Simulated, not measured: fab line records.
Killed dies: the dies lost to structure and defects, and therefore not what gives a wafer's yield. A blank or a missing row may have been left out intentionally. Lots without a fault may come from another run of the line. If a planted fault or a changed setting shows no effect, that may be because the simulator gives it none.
Split-lot experiment    flow n5-finfet    route with 1938 steps; 7 lots, 21 wafers read

## THE SPLIT ITSELF
At N5_BEOL_M3_EXPOSE_25 (exposes mask V2, defocus 5 nm), the setting dose-mj was moved away from the recipe's 63 on 7 of the 21 wafers read, by -4.3% to +7.3%. This setting was run at the recipe's value on the other wafers.

## FROM THE SPLIT TO THE READING: what the file shows between them, 2 steps
- N5_BEOL_M3_PEB_26: peb time 60 s
- N5_BEOL_M3_DEVELOP_27: develop time 30 s

## THE READING
cd-nm, in nm, at N5_BEOL_M3_CD_MEAS_28 (target cd 25.7 nm, target cd y 23.3 nm). Typical for fault-free wafers on this fab line: 25.69 nm, with standard deviation 0.25 nm.

wafer   tool, chamber at the split  dose-mj as run  against the recipe  cd-nm, nm  against lot-mates on the recipe
L076.2  euv-scanner-02, 0           63              recipe              25.61      -
L076.4  euv-scanner-02, 0           63              recipe              25.41      -
L076.6  euv-scanner-02, 0           63              recipe              26.06      -
L083.1  euv-scanner-02, 0           63              recipe              26.29      -
L083.4  euv-scanner-02, 0           66.02           +4.8%               26.76      +0.47
L083.5  euv-scanner-02, 0           66.02           +4.8%               27.01      +0.72
L085.1  euv-scanner-02, 0           63              recipe              25.25      -
L085.5  euv-scanner-02, 0           63              recipe              25.66      -
L085.6  euv-scanner-02, 0           63              recipe              25.51      -
L086.2  euv-scanner-02, 0           63              recipe              25.78      -
L086.3  euv-scanner-02, 0           64.36           +2.2%               26.34      +0.56
L086.6  euv-scanner-02, 0           64.36           +2.2%               26.27      +0.49
L089.2  euv-scanner-02, 0           63              recipe              25.55      -
L089.4  euv-scanner-02, 0           61.75           -2.0%               25.36      -0.23
L089.6  euv-scanner-02, 0           63              recipe              25.64      -
L088.2  euv-scanner-02, 0           63              recipe              26.01      -
L088.3  euv-scanner-02, 0           60.28           -4.3%               24.74      -1.16
L088.4  euv-scanner-02, 0           63              recipe              25.78      -
L096.1  euv-scanner-02, 0           67.59           +7.3%               26.93      +1.31
L096.2  euv-scanner-02, 0           63              recipe              25.57      -
L096.6  euv-scanner-02, 0           63              recipe              25.66      -

FIT RESULTS
A straight line over all 21 wafers: cd-nm changes by +0.21 nm for each +1% of dose-mj; r = +0.90; the points scatter about the line by 0.25 nm.
The same after taking each lot's own level away (the mean of its wafers on the recipe; 21 wafers): +0.178 nm for each +1%; r = +0.92; scatter 0.19 nm.
That fit puts the effect of the largest move of dose-mj on the reading at 1.3 nm.
From 25.473 to 26.290 nm: that is the span of the lots' own levels, equal to 3.3 times the standard deviation above.
In other words, the slope is changed by the lot-to-lot level; the two fits disagree.
Check: with one of the wafers moved furthest among these (+7.3%) left out of the fit, the line predicts +1.25 nm for it against its lot-mates. It came out at +1.31 nm against them.

## FILE'S OWN FIT
cd-nm changes by +0.184 nm for each +1% of dose-mj, r = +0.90.
